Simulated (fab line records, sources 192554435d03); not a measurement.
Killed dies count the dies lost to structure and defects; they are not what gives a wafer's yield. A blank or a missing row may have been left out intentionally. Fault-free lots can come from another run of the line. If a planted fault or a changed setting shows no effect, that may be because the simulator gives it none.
fab line records	flow n5Finfet
record lots=4	wafers=11	lastDay=16
route steps=1938 shown GATE_CUT@481 PASSIVATION@1936
lots with no fault: from the same line, run without faults
startH: the number of hours between the record's first day and the start of the first shown wafer of the lot	waitH: hours from the lot's prior step to this one	" identical to the entry in the row above	L1.1+2: several wafers, shown together as one row	- no value present, or no start provided	* or withheld: withheld	< > ~ a bound
route shown NAME@n: a module of which the file shows steps, and the number in the route of the first	usual: the fault-free wafers' mean and standard deviation	same: alike in all rows	chamber/n: place in a boat	sites: readings site by site	_std_site: standard deviation of those values	_edge_site: mean of outer sites minus mean of inner sites	radiusMm: how far each site lies from the wafer's centre	mask NAME#n: copy n	behind: the last tool/chamber to shape the wafer	hold: why the lot went on hold/how many hours it stayed there/how the hold came to an end	device: transistor that didn't switch, given as n, p or np	end of line: at the end of the route, the tests of the same wafers	a step with no rows: only its recipe	killed: at the first sort, the dies lost to defects and structure; wafer yield is something else	map: a wafer's dies, marking killed ones x, the rest . and places with no die _
set.NAME: the setting that was run; set.NAME@STEP: the one run at that earlier step	model.NAME: the simulator's own value behind a step, which no gauge read
certain route steps with their lots: each step a table, each wafer a row
services: from which hour (startH, from the record's first day; less than 0 if before it) a tool's chamber was out of use, for how many hours, and why
## steps
# step N5_GATE_CUT_COAT_07
# recipe resist=CAR-EUV	spinRpm=1500	resistThkNm=30
# step N5_GATE_CUT_EBR_09
# recipe solvent=PGMEA	ebrWidthMm=1.5
# step N5_GATE_CUT_SOFTBAKE_08
# recipe tempC=110	timeS=60	resist=CAR-EUV
# step N5_GATE_CUT_EXPOSE_10
# recipe maskId=GATE_CUT	na=0.33	sourceShape=annular	sigmaInner=0.35	sigmaOuter=0.8	polarization=unpolarized	targetCdNm=20	doseMj=43.25
# step N5_GATE_CUT_PEB_11
# recipe pebTempC=100	pebTimeS=60	resist=CAR-EUV
# step N5_GATE_CUT_DEVELOP_12
# recipe developTimeS=30	developer=TMAH	resist=CAR-EUV	rinseLiquid=surfactantRinse	dry=airSpin	devTempC=23
# step N5_GATE_CUT_DESCUM_18
# recipe chemistry=O2	timeS=7	sourcePowerW=50	biasPowerW=20	pressureMtorr=20	rfFrequencyHz=2.712e+07	tempC=40	resist=CAR-EUV	o2FlowSccm=225
# step N5_GATE_CUT_ETCH_28
# recipe chemistry=N2/H2	target=underlayer	targetDepthA=130	maskMaterial=CAR-EUV	timeS=10.4	ionEnergyEv=200	pressureMtorr=30	sourceW=840	biasW=150	n2FlowSccm=200	h2FlowSccm=200	ends=cleared
# step N5_GATE_CUT_ETCH_36
# recipe chemistry=CF4	target=SiARC	targetDepthA=130	maskMaterial=CAR-EUV	timeS=21.7	ionEnergyEv=80	pressureMtorr=40	sourceW=545	biasW=36	Ar_flow_sccm=100	cf4FlowSccm=100	ends=cleared
# step N5_GATE_CUT_ETCH_37
# recipe chemistry=N2/H2	target=SOC	targetDepthA=600	overetchA=120	maskMaterial=SiARC	tempC=40	timeS=90	ionEnergyEv=200	pressureMtorr=30	sourceW=840	biasW=150	n2FlowSccm=200	h2FlowSccm=200
# usual drypumpMotorCurrentA=5.6/0.47	oesProductAu=0.70/0.091	rfVppV=523.9/2.5	showerheadPlenumPTorr=2.55/0.083	throttleValvePct=17.9/0.34
lot.wafer	tool	chamber	startH	waitH	drypumpMotorCurrentA	oesProductAu	rfHoursCounterH	rfVppV	showerheadPlenumPTorr	throttleValvePct	model.etch.depthNm	model.SiARC_of_GATE_CUT_COAT_35.thkNm
L793.3	rieDiel-04	0	104.19	0.0	5.3	0.60	245	520.1	2.37	17.4	60.24	5.8
L793.4	"	2	"	"	4.9	0.75	63	525.8	2.59	17.7	60.35	6.2
L793.5	"	1	"	"	6.2	0.62	-	519.7	2.42	18.1	60.19	5.8
L803.1	rieDiel-05	0	164.96	0.0	6.5	0.65	187	525.3	2.62	18.1	60.4	6
L803.2	"	3	"	"	5.3	0.61	233	522.9	2.53	18.4	60.4	6
L803.3	"	2	"	"	5.8	0.84	13	521.6	2.50	17.5	60.22	6
L805.1	rieDiel-05	3	174.49	0.0	5.3	0.57	237	523.2	2.53	18.4	53.03	7
L805.4	"	2	"	"	5.8	0.79	17	521.4	2.50	17.5	54.04	7
L805.5	"	3	"	"	5.3	0.61	-	522.8	2.53	18.4	60.03	6
L806.1	rieDiel-05	2	179.50	0.0	5.8	0.78	18	522.7	2.50	17.5	53.84	7
L806.2	"	1	"	"	5.5	0.63	210	521.8	2.54	18.0	60.45	6.4
# step N5_GATE_CUT_STRIP_38
# recipe chemistry=N2/H2	tempC=40	n2FlowSccm=200	h2FlowSccm=200	rfFrequencyHz=6e+07
# step N5_GATE_CUT_STRIP_39
# recipe chemistry=N2/H2	tempC=40	n2FlowSccm=200	h2FlowSccm=200	rfFrequencyHz=6e+07
# step N5_GATE_CUT_HM_OPEN_40
# recipe chemistry=C4F6/O2	target=SiO2	maskMaterial=SiARC	targetDepthA=1390	timeS=85.1	ionEnergyEv=250	pressureMtorr=30	sourceW=345	biasW=185	Ar_flow_sccm=300	C4F6_flow_sccm=10	O2_flow_sccm=10	ends=cleared
# step N5_GATE_CUT_STRIP_41
# recipe chemistry=CF4	resist=SiARC	powerW=300	biasPowerW=75	pressureMtorr=50	cf4FlowSccm=150	rfFrequencyHz=6e+07
# step N5_GATE_CUT_STRIP_42
# recipe chemistry=O2	powerW=400	tempC=40	pressureMtorr=30	rfFrequencyHz=6e+07	biasPowerW=0	overashFraction=0.3	o2FlowSccm=225
# step N5_GATE_CUT_ETCH_19
# recipe chemistry=CH3F/O2	target=SiNx	maskMaterial=SiO2	targetDepthA=537	timeS=76.7	pressureMtorr=30	sourceW=395	biasW=73	Ar_flow_sccm=150	CH3F_flow_sccm=30	O2_flow_sccm=20	ionEnergyEv=120	ends=cleared
# usual drypumpMotorCurrentA=5.6/0.46	etchRfOnTimeS=77.2/1.6	oes_o_777_au=0.78/0.1	oesProductAu=0.66/0.089	rfVppV=297/8	showerheadPlenumPTorr=2.00/0.07	throttleValvePct=16.4/0.31
lot.wafer	tool	chamber	startH	waitH	drypumpMotorCurrentA	etchRfOnTimeS	oes_o_777_au	oesProductAu	rfHoursCounterH	rfVppV	showerheadPlenumPTorr	throttleValvePct	model.GATE_CUT.cdNm
L793.3	rieDiel-04	0	104.39	0.0	5.3	76.7	0.66	0.57	245	308	1.88	16.2	20
L793.4	"	2	"	"	4.9	76.1	0.88	0.71	63	284	2.03	16.2	20
L793.5	"	1	"	"	6.2	75.6	0.71	0.60	-	304	1.93	16.7	19.8
L803.1	rieDiel-05	0	165.16	0.0	6.5	78.7	0.71	0.61	187	310	2.10	16.8	19.8
L803.2	"	3	"	"	5.2	75.2	0.71	0.59	234	293	1.95	16.6	20.4
L803.3	"	2	"	"	5.7	76.1	0.96	0.81	13	290	1.95	15.9	20
L805.1	rieDiel-05	3	174.69	0.0	5.3	191.8	0.71	0.27	237	293	1.95	16.5	19.8
L805.4	"	2	"	"	5.8	76.5	0.95	0.36	17	290	1.94	15.9	19.6
L805.5	"	3	"	"	5.3	76.3	0.71	0.59	-	295	1.95	16.6	20.2
L806.1	rieDiel-05	2	179.70	0.0	5.8	76.1	0.93	0.36	18	291	1.94	15.9	19.2
L806.2	"	1	"	"	5.5	79.3	0.68	0.59	210	296	1.95	16.3	20.2
# step N5_GATE_CUT_CUT_ETCH_53
# recipe chemistry=SF6/Cl2	target=W	maskMaterial=SiO2	targetDepthA=792	pressureMtorr=8	icpW=900	biasW=80	SF6_flow_sccm=40	Cl2_flow_sccm=60	ends=cleared
# usual drypumpMotorCurrentA=5.5/0.38	etchRfOnTimeS=26.2/0.55	oesProductAu=0.71/0.13	throttleValvePct=28.8/0.34
lot.wafer	tool	chamber	startH	waitH	drypumpMotorCurrentA	etchRfOnTimeS	oesProductAu	rfHoursCounterH	throttleValvePct
L793.3	rieMetal-03	1	104.53	0.1	5.7	27.1	0.69	-	28.9
L793.4	"	0	"	"	5.7	25.8	0.87	-	28.8
L793.5	"	1	"	"	5.6	26.9	0.70	-	28.9
L803.1	rieMetal-01	0	165.27	0.1	5.0	26.7	0.52	147	29.3
L803.2	"	0	"	"	5.0	26.4	0.52	-	29.3
L803.3	"	0	"	"	5.0	26.1	0.53	-	29.3
L805.1	rieMetal-03	0	174.80	0.1	5.7	34.3	0.33	10	27.3
L805.4	"	1	"	"	5.7	34.3	0.29	-	27.5
L805.5	"	0	"	"	5.6	26.1	0.83	-	28.8
L806.1	rieMetal-01	0	179.81	0.1	5.0	34.3	0.22	150	27.9
L806.2	"	0	"	"	5.0	26.3	0.52	-	29.3
# step N5_GATE_CUT_CUT_ETCH_54
# recipe chemistry=Cl2/BCl3	target=TiN	maskMaterial=SiO2	targetDepthA=967	pressureMtorr=10	icpW=1000	biasW=126	Cl2_flow_sccm=53.25	bcl3FlowSccm=21.75	Ar_flow_sccm=25	ends=cleared
# usual drypumpMotorCurrentA=5.5/0.37	etchRfOnTimeS=36.6/0.74	oesProductAu=0.71/0.13	throttleValvePct=22.18/0.25
lot.wafer	tool	chamber	startH	waitH	drypumpMotorCurrentA	etchRfOnTimeS	oesProductAu	rfHoursCounterH	throttleValvePct
L793.3	rieMetal-03	1	104.61	0.1	5.7	37.9	0.70	-	22.13
L793.4	"	0	"	"	5.6	35.8	0.87	-	21.97
L793.5	"	1	"	"	5.6	37.6	0.70	-	22.11
L803.1	rieMetal-01	0	165.39	0.1	5.0	36.8	0.52	147	22.56
L803.2	"	0	"	"	5.0	36.7	0.53	-	22.56
L803.3	"	0	"	"	5.0	36.6	0.53	-	22.56
L805.1	rieMetal-03	0	174.86	0.0	5.6	47.9	0.35	10	22.54
L805.4	"	1	"	"	5.7	47.9	0.29	-	22.64
L805.5	"	0	"	"	5.6	36.1	0.83	-	21.98
L806.1	rieMetal-01	0	179.93	0.1	5.0	47.9	0.21	150	23.08
L806.2	"	0	"	"	5.0	36.4	0.53	-	22.55
# step N5_GATE_CUT_CUT_ETCH_55
# recipe chemistry=BCl3	target=HfO2	maskMaterial=SiO2	targetDepthA=32	ionEnergyEv=30	pressureMtorr=5	icpW=450	biasW=18	bcl3FlowSccm=80
# usual drypumpMotorCurrentA=5.5/0.37	oesProductAu=0.78/0.14	throttleValvePct=33.1/0.65
lot.wafer	tool	chamber	startH	waitH	drypumpMotorCurrentA	oesProductAu	rfHoursCounterH	throttleValvePct
L793.3	rieMetal-03	1	104.67	0.0	5.6	0.78	-	33.1
L793.4	"	0	"	"	5.7	0.96	-	33.3
L793.5	"	1	"	"	5.7	0.78	-	33.1
L803.1	rieMetal-01	0	165.51	0.1	5.0	0.58	147	33.8
L803.2	"	0	"	"	5.0	0.58	-	33.8
L803.3	"	0	"	"	5.0	0.57	-	33.8
L805.1	rieMetal-03	0	174.92	0.0	5.6	0.34	10	33.3
L805.4	"	1	"	"	5.7	0.29	-	33.1
L805.5	"	0	"	"	5.7	0.93	-	33.3
L806.1	rieMetal-01	0	180.05	0.1	5.0	0.22	150	33.8
L806.2	"	0	"	"	5.0	0.58	-	33.8
# step N5_PASSIVATION_PROBE_49
# usual killed_at_M0_to_M3=33/11	killed_at_M4_up=13/5.2	killedAtContacts=11/5.7	killedAtFrontEnd=39/11	killedAtOther=4/3	killedDies=101/20	killedOnRim=13/4.1	killedOpen=66/15	killedShort=33/8.4
# same grossDies=1180	killedAtBackSide=0
lot.wafer	tool	chamber	startH	waitH	killed_at_M0_to_M3	killed_at_M4_up	killedAtContacts	killedAtFrontEnd	killedAtOther	killedDies	killedOnRim	killedOpen	killedShort
L805.1	prober-01	-	354.10	0.0	52	10	17	1092	4	1175	151	96	38
L805.4	prober-01	-	354.25	0.2	48	11	13	1069	1	1142	147	64	34
L805.5	prober-01	-	354.30	0.2	40	13	6	39	3	101	10	68	33
L803.1	prober-01	-	364.11	0.0	48	13	17	44	1	123	13	91	30
L803.2	prober-01	-	364.16	0.1	49	16	10	42	5	122	17	84	38
L803.3	prober-01	-	364.21	0.1	45	12	10	44	5	116	11	86	29
L806.1	prober-01	-	372.54	0.0	27	7	12	1111	3	1160	152	53	25
L806.2	prober-01	-	372.59	0.1	55	10	2	32	1	100	16	60	39
# killed by level:class
L805.1 GATE_CUT:areaEtch=1041 BEOL_M0_SAQP:geometricParticle:open=15 STI_FIN_REVEAL:geometricParticle:open=14 MOL_CONTACT_COAG:geometricParticle:open=13 FIN_SAQP:geometricParticle:short=9 BEOL_M2:geometricParticle:open=9 BEOL_M3:geometricParticle:open=9 GATE_CUT:geometricParticle:open=8
L805.4 GATE_CUT:areaEtch=1043 MOL_CONTACT_COAG:geometricParticle:open=13 BEOL_M0_SAQP:geometricParticle:short=12 BEOL_M0_SAQP:geometricParticle:open=9 BEOL_M3:geometricParticle:open=8 BEOL_M4:geometricParticle:open=7 BEOL_M1:geometricParticle:open=6 BEOL_M2:geometricParticle:open=5
L805.5 BEOL_M3:geometricParticle:open=13 FIN_SAQP:geometricParticle:open=8 GATE_CUT:geometricParticle:open=6 MOL_CONTACT_COAG:geometricParticle:open=6 BEOL_M0_SAQP:geometricParticle:open=6 BEOL_M4:geometricParticle:open=6 BEOL_M2:geometricParticle:short=5 GATE_CUT:geometricParticle:short=5
L803.1 STI_FIN_REVEAL:geometricParticle:open=16 MOL_CONTACT_COAG:geometricParticle:open=14 BEOL_M3:geometricParticle:open=10 BEOL_M0_SAQP:geometricParticle:open=9 BEOL_M2:geometricParticle:open=8 FIN_SAQP:geometricParticle:open=7 BEOL_M0_SAQP:geometricParticle:short=6 BEOL_M4:geometricParticle:open=5
L803.2 STI_FIN_REVEAL:geometricParticle:open=14 BEOL_M2:geometricParticle:open=10 MOL_CONTACT_COAG:geometricParticle:open=9 BEOL_M1:geometricParticle:open=9 BEOL_M4:geometricParticle:open=8 BEOL_M0_SAQP:geometricParticle:short=7 BEOL_M3:geometricParticle:open=7 FIN_SAQP:geometricParticle:short=5
L803.3 STI_FIN_REVEAL:geometricParticle:open=13 BEOL_M3:geometricParticle:open=13 MOL_CONTACT_COAG:geometricParticle:open=8 BEOL_M2:geometricParticle:open=8 FIN_SAQP:geometricParticle:open=6 DUMMY_GATE:geometricParticle:open=6 BEOL_M1:geometricParticle:open=6 ILD0:geometricParticle:open=5
L806.1 GATE_CUT:areaEtch=1082 MOL_CONTACT_COAG:geometricParticle:open=10 BEOL_M0_SAQP:geometricParticle:open=7 FIN_SAQP:geometricParticle:open=6 BEOL_M0_SAQP:geometricParticle:short=6 BEOL_M4:geometricParticle:open=6 STI_FIN_REVEAL:geometricParticle:open=4 BEOL_M3:geometricParticle:open=4
L806.2 BEOL_M0_SAQP:geometricParticle:short=21 BEOL_M0_SAQP:geometricParticle:open=14 BEOL_M3:geometricParticle:open=9 BEOL_M2:geometricParticle:open=7 BEOL_M4:geometricParticle:open=7 FIN_SAQP:geometricParticle:short=6 FIN_SAQP:geometricParticle:open=6 ILD0:geometricParticle:short=3
# map L805.1 (x killed, . not)
_________________xxxxxxxxxxxx________________
______________xxxxxxxxxxxxxxxxxx_____________
___________xxxxxxxxxxxxxxxxxxxxxxxx__________
__________xxxxxxxxxxxxxxxxxxxxxxxxxx_________
________xxxxxxxxxxxxxxxxxxxxxxxxxxxxxx_______
_______xxxxxxxxxxxxxxxxxxxxxxxxxxxxxxxx______
______xxxxxxxxxxxxxxxxxxxxxxxxxxxxxxxxxx_____
_____xxxxxxxxxxxxxxxxxxxxxxxxxxxxxxxxxxxx____
____xxxxxxxxxxxxxxxxxxxxxxxxxxxxxxxxxxxxxx___
___xxxxxxxxxxxxxxxxxxxxxxxxxxxxxxxxxxxxxxxx__
___xxxxxxxxxxxxxxxxxxxxxxxxxxxxxxxxxxxxxxxx__
__xxxxxxxxxxxxxxxxxxxxxxxxxxxxxxxxxxxxxxxxxx_
__xxxxxxxxxxxxxxxxxxxxxxxxxxxxxxxxxxxxxxxxxx_
_xxxxxxxxxxxxxxxxxxxxxxxxxxxxxxxxxxxxxxxxxxxx
_xxxxxxxxxxxxxxxxxxxxxxxxxxxxxxxxxxxxxxxxxxxx
_xxxxxxxxxxxxxxxxxxxxxxxxxxxxxxxxxxxxxxxxxxxx
_xxxxxxxxxxxxxxxxxxxxxxxxxxxxxxxxxxxxxxxxxxxx
_xxxxxxxxxxxxxxxxxxxxxxxxxxxxxxxxxxxxxxxxxxxx
_xxxxxxxxxxxxxxxxxxxxxxxxxxxxxxxxxxxxxxxxxxxx
_xxxxxxxxxxxxxxxxxxxxxxxxxxxxxxxxxxxxx.xxxxxx
_xxxxxxxxxxxxxxxxxxxxxxxxxxxxxxxxxxxxxxxxxxxx
__xxxxxxxxxxxxxxxxxxxxxxxxxxxxxxxxxxxxxxxxxx_
__xxxxxxxxxxxxxxxxxxxxxxxxxxxxxxxxxxxxxxxxxx_
___xxxxxxxxxxxxxxxxxxxxxxxxxxxxxxxxxx.x.xxx__
___xxxxxxxxxxxxxxxxxxxxxxxxxxxxxxxxxxxxxxxx__
____xxxxxxxxxxxxxxxxxxxxxxxxxxxxxxxxxxxxx.___
_____xxxxxxxxxxxxxxxxxxxxxxxxxxxxxxxx.xxx____
______xxxxxxxxxxxxxxxxxxxxxxxxxxxxxxxxxx_____
_______xxxxxxxxxxxxxxxxxxxxxxxxxxxxxxxx______
________xxxxxxxxxxxxxxxxxxxxxxxxxxxxxx_______
__________xxxxxxxxxxxxxxxxxxxxxxxxxx_________
___________xxxxxxxxxxxxxxxxxxxxxxxx__________
______________xxxxxxxxxxxxxxxxxx_____________
_________________xxxxxxxxxxxx________________
# map L806.1 (x killed, . not)
_________________xxxxxxxxxxxx________________
______________xxxxxxx.x.xxxxxxxx_____________
___________xxxxxxxxxxxxxxxxxxxxxxxx__________
__________xxxxxxxxxxxxxxxx.xxxxxxxxx_________
________xxxxxxxxxxxxxxxxxxxxxxxxxxxxxx_______
_______xxxxxxxxxxxxxxx.xxxxxxxxxxxxxxxx______
______xxxxxxxxxxxxxxxxxxxxxxxxxxxxxxxxxx_____
_____xxxxxxxxxxxx.xxxxxxxxxxxxxxxxxxxxxxx____
____xxxxxxxxxxxxxxxxxxxxxxxxxxxxxxxxxxxxxx___
___xxxxxxxxxxxxx.xxxxxxxxxxxxxxxxxxxxxxxxxx__
___xxxxxxxxxxxxxxxxxxxxxxxxxxxxxxxxxxxxxxxx__
__xxxxxxxxxxxxxxxxxxxxxxxxxxxxxxxxxxxxxx.xxx_
__xxxxxxxxxxxxxxxxxxxxxxxxxxxxxxxxxxxxx.xxxx_
_xxxxxxxxxxxxxxxxxxxxxxxxx.xxxxxxxxxxxx.xxxxx
_xxxxxxxxxxxxxxxxxxxxx.xx.xxxxxxxxxxxxxxxxxxx
_xxxxxxxxxxxxxxxxxxxxxxxxxx.xxxxxxxxxxxxxxxxx
_xxxxxxxxxxxxxxxxxxxxxxxxxxxxxxxxxxxxxxxxxxxx
_xxxxxxxxxxxxxx.xxxxxxxxx.xxxxxxxxxxxxxxxxxxx
_xxxxxxxxxxxxxxxxxxxxxxxxxxxxxx.xxxxxxxxxxxxx
_xxxxxxxxxxxxxxxxxxxxxxxxx.xxxxxxxxxxxxxxxxxx
_xxxxxxxxxxxxxxxxxxxxxxxxxxxxxxxxxxxxxxxxxxxx
__xxxxxxxxxxxxxxxxxxxxxxxxxxxxxxxxxxxxxxxxxx_
__xxxxxxxxx.xxx.xxxxxxxxx.xxxxxxxxxxxxxxxxxx_
___xxxxxxxxxxxxxxxxxxxxxxxxxxxxxxxxxxxxxxxx__
___xxxxxxxxxxxxxxxxxxxxxxxxxxxxxxxxxxxxxxxx__
____xxxxxxxxxxxxxxxxxxxxxxxxxxxxxxxxxxxxxx___
_____xxxxxxxxxxxxxxxxxxxxxxxxxxxxxxxxxxxx____
______xxxxxxxxxxxxxxxxxxxxxxxxxxxxxxxxxx_____
_______xxxxxxxxxxxxxxxxxxxxxxxxxxxxxxxx______
________xxxxxxxxxxxxxxxxxxxxxxxxxxxxxx_______
__________xxxxxxxxxxxxxxxxxxxxxxxxxx_________
___________xxxxxxxxxxxxxxxxxxxxxxxx__________
______________xxxxxxxxxxxxxxxxxx_____________
_________________xxxxxxxxxxxx________________
## services
tool	chamber	startH	hours	kind
rieMetal-03	0	85.81	3.8	repair
rieDiel-05	2	111.34	-	clean
rieDiel-05	2	111.34	-	consumableReplace:focusRing
rieDiel-05	2	111.34	15.7	scheduledDown
rieDiel-05	2	111.34	15.7	ventCycle
rieDiel-04	0	124.66	-	clean
rieDiel-04	0	124.66	-	consumableReplace:focusRing
rieDiel-04	0	124.66	-	consumableReplace:showerhead
rieDiel-04	0	124.66	17.3	scheduledDown
rieDiel-04	0	124.66	17.3	ventCycle
rieDiel-05	0	139.20	12.1	repair
rieMetal-01	1	144.96	112.8	repair
rieMetal-03	1	165.66	1.4	repair
rieDiel-04	3	171.42	1.6	repair
## key
firstSign step=N5_GATE_CUT_ETCH_19	reading=etchRfOnTimeS	direction=up	sigmas=24	usual=*	struck=*	wafersMoved=1
effect step=N5_GATE_CUT_ETCH_19	reading=oesProductAu	direction=down	sigmas=3.7	usual=0.66	struck=0.33
effect step=N5_GATE_CUT_CUT_ETCH_53	reading=etchRfOnTimeS	direction=up	sigmas=15	usual=*	struck=*
effect step=N5_GATE_CUT_CUT_ETCH_54	reading=etchRfOnTimeS	direction=up	sigmas=15	usual=*	struck=*
effect step=N5_GATE_CUT_CUT_ETCH_55	reading=oesProductAu	direction=down	sigmas=3.6	usual=0.78	struck=0.28
effect step=N5_PASSIVATION_PROBE_49	reading=killedAtFrontEnd	direction=up	sigmas=94	usual=39	struck=1091
modelEffect step=N5_GATE_CUT_ETCH_37	value=etch.depthNm	without=60.02	struck=53.64
modelEffect step=N5_GATE_CUT_ETCH_19	value=GATE_CUT.cdNm	without=20.07	struck=19.53
moreKillsBornAt N5_GATE_CUT_ETCH_37@rieDiel-05=3166
metAt N5_GATE_CUT_ETCH_37
struckWafers L805.1,L805.4,L806.1
laterRowsLeftOut L805.1,L805.4,L806.1
testerLeftOut L805,L806
onsetBetween 164.96 174.49
fault kind=processParameterDrift	tool=rieDiel-05	chamber=-	onsetH=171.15	steps=N5_GATE_CUT_ETCH_37	channel=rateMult	offset=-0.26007	shape=step	endH=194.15	scope=struckWafersOnly
# testerLeftOut: of these lots the tester's yield and bins aren't shown, on N5 and GAA mostly nor the transistor test; their killed dies are dies lost to structure and defects alone, not to doping, threshold or leakage, so they don't give the yield
# laterRowsLeftOut: the simulator's readings of these wafers behind a module that went badly wrong aren't trusted and aren't shown, but for the sort
